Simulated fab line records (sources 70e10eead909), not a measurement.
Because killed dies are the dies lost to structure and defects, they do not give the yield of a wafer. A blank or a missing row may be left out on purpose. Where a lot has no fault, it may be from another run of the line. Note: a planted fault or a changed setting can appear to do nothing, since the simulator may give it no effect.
Chamber matching ; flow nand_harc ; NHARC_A_STAIRCASE_DESCUM_168 on rie_diel-08: 4 sister chambers
The step chemistry O2, time 3 s. 4 wafers are shown with their chamber, then 8 later ones without.

WAFERS, EACH WITH ITS CHAMBER
wafer;chamber;drypump_motor_current_A (A)
L087.3;2;6.3
L086.3;0;6.0
L086.4;3;5.1
L091.2;1;5.5

WAFERS WITH NO CHAMBER GIVEN
wafer;drypump_motor_current_A (A)
L091.3;5.1
L091.4;6.1
L090.2;5.1
L090.4;5.5
L090.5;6.3
L095.1;5.1
L095.2;5.5
L095.6;6.0

WHICH CHAMBER EACH ONE RAN IN
wafer;from the rows above;in truth
L091.3;3;3
L091.4;0;0
L090.2;3;3
L090.4;1;1
L090.5;2;2
L095.1;3;3
L095.2;1;1
L095.6;0;0
Placed correctly: 8 of 8. Number that these rows cannot place: 0. Placed wrongly: 0.
How it was worked out, from the rows above alone: a wafer's distance from a chamber is the root of the sum, over the readings, of the square of ((its reading less the chamber's mean) divided by the reading's scatter). If the next closest chamber is less than 2 further off than the closest, the wafer can't be placed; otherwise it belongs to the closest. For every chamber, the mean is computed from those of its wafers that are shown. The scatter: with one shown wafer a chamber, the root of the mean of the squares of how far each hidden wafer lies from its nearest shown one.
